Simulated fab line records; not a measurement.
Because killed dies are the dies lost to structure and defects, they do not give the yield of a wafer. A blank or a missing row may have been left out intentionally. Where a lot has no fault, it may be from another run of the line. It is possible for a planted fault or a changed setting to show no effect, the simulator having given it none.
Struck lot and sound lot, side by side ; flow nand harc ; 24 out of 1302 route steps
Sound: wafers L354.2, L354.3, L354.6. Wafers struck: L366.4, L366.6. The cause is named last.
For every step that has rows: the tool of each side, followed by ch and its chambers, followed by its first start. Under that, the readings that differ: sound wafers ; struck wafers ; difference of the means ; sigmas: that difference in standard deviations of wafers without a fault.
alike: readings with means less than 2 such deviations apart, plus words and numbers identical on both sides. not compared: withheld readings, readings lacking a value on some wafer, bounds such as >300 that could conceal the same value, and numbers that have no deviation in the record and whose values overlap.
A row with sigmas, a row that says differs or no value, or rows on one side alone: a step with any of these is where the two part. Numbers that have no deviation but don't overlap get no sigmas and don't part them. A reading that every wafer of one side lacks parts them only if that side has two wafers or more.

NHARC_P_M0_INSPECT_27:
  sound on defect inspect-01 at day 10 01:23; struck on defect inspect-01 at day 14 16:22
  alike: raw defect count
NHARC_P_M0_PRE_CLEAN_31: time 12 s.
  sound on pecvd-03 ch 0,2, day 10 01:28; struck on pecvd-01 ch 0,2, day 14 16:29
  alike: heater power w
NHARC_P_M0_DEP_32: deposits SiCN, target thk 30 nm.
  sound on pecvd-03 ch 0,2, day 10 01:34; struck on pecvd-01 ch 0,2, day 14 16:41
  alike: heater power w
then, 8 steps without rows for these wafers: NHARC_P_M1_DEP_00 (deposits SiOC, target thk 182.5 nm); NHARC_P_M1_DEHYDRATE_01 (time 120 s); NHARC_P_M1_HMDS_02 (time 30 s); NHARC_P_M1_COAT_34 (time 65 s); NHARC_P_M1_COAT_03 (resist thk 90 nm); NHARC_P_M1_SOFTBAKE_04 (time 55 s); NHARC_P_M1_EBR_05; NHARC_P_M1_EXPOSE_06 (exposes mask P M1, target cd 130 nm).
NHARC_P_M1_PEB_07: peb time 65 s.
  sound on litho track-01 ch 0, day 10 02:42; struck on litho track-04 ch 0, day 14 17:41
  alike: heater power total W
then, 1 step without rows for these wafers: NHARC_P_M1_DEVELOP_08 (develop time 35 s).
NHARC_P_M1_CD_MEAS_09: target cd 130 nm.
  sound on cd sem-02 ch 0, day 10 02:47; struck on cd sem-03 ch 0
reading;sound;struck;difference;sigmas
cd nm (nm);130.1 129.9 129.9;138.0 137.5;+7.8;+13
  not compared: hold
NHARC_P_M1_OVL_MEAS_10: pitch 260 nm.
  sound on overlay-01 at day 10 02:52; struck on overlay-01 at day 15 00:00
reading;sound;struck;difference;sigmas
hold;- - -;await dispo/6.0h/release await dispo/6.0h/release;no value on the sound wafers;
  alike: overlay x nm, overlay y nm
NHARC_P_M1_INSPECT_11:
  sound on defect inspect-01 at day 10 02:54; struck on defect inspect-02 at day 15 00:02
  alike: raw defect count
NHARC_P_M1_DESCUM_14: chemistry O2, time 3 s.
  sound on rie diel-10 ch 1,3, day 10 02:58; struck on rie diel-13 ch 1,2, day 15 00:07
reading;sound;struck;difference;sigmas
model.P_M1.cd nm (nm);130 130.2 129.2;137.5 137.5;+7.7;
  alike: drypump motor current A, oes product au, rf vpp V, showerhead plenum p Torr, throttle valve pct
  not compared: rf hours counter h
NHARC_P_M1_ETCH_35: etches the open film in N2/H2, target depth 40 nm, overetch 12 nm, time 43.94 s.
  sound on rie diel-10 ch 0,2, day 10 03:03; struck on rie diel-13 ch 1,3, day 15 00:11
  alike: drypump motor current A, oes product au, rf vpp V, showerhead plenum p Torr, throttle valve pct
  not compared: rf hours counter h
NHARC_P_M1_ETCH_15: etches the open film in C4F8/Ar, target depth 182.5 nm, time 91.2 s.
  sound on rie diel-10 ch 1,2; struck on rie diel-13 ch 1,3
  alike: oes product au, rf vpp V
  not compared: rf hours counter h
NHARC_P_M1_CD_MEAS_16:
  sound on cd sem-03 at day 10 03:16; struck on cd sem-02 at day 15 00:35
reading;sound;struck;difference;sigmas
cd nm (nm);130.4 129.5 128.6;137.4 136.5;+7.4;+9
  not compared: hold
NHARC_P_M1_STRIP_18: strips in N2/H2.
  sound on rie diel-13 ch 2,3, day 10 03:20; struck on rie diel-10 ch 2,3, day 15 02:25
reading;sound;struck;difference;sigmas
hold;- - -;await dispo/1.7h/release await dispo/1.7h/release;no value on the sound wafers;
  alike: drypump motor current A, oes product au, rf vpp V, showerhead plenum p Torr, throttle valve pct
  not compared: rf hours counter h
NHARC_P_M1_ETCH_28: etches the open film in CF4/N2, target depth 30 nm, time 72.99 s.
  sound on rie diel-13 ch 0,1; struck on rie diel-10 ch 0,3
reading;sound;struck;difference;sigmas
model.P_M1.cd nm (nm);130.5 128.4 128.6;136.5 137.3;+7.7;
  alike: drypump motor current A, oes product au, rf vpp V, showerhead plenum p Torr, throttle valve pct
  not compared: rf hours counter h
then, 1 step without rows for these wafers: NHARC_P_M1_STRIP_19 (strips in post etch residue remover, time 600 s).
-- jump in the record: it breaks off in module P_M1 and resumes in module END (first step shown: number 1302 of the route), and 18 days separate the struck wafers' starts before and after --
NHARC_END_SORT_01:
  sound on prober-02 ch 0, day 28 05:12; struck on prober-02 ch 0, day 33 09:50
reading;sound;struck;difference;sigmas
killed at other;4 2 1;0;-2;-2
killed open;2 7 0;7;+4;+2
  alike: defect limited yield, killed at array, killed at periphery, killed dies, killed short, sort_bin_2_pct, sort_bin_3_pct, sort_bin_4_pct, sort n pass, sort rim yield pct, sort yield pct

## WHERE THEY PART
At NHARC_P_M1_CD_MEAS_09 first; at NHARC_END_SORT_01 last (within this record only).

WHY: whatever the simulator had introduced
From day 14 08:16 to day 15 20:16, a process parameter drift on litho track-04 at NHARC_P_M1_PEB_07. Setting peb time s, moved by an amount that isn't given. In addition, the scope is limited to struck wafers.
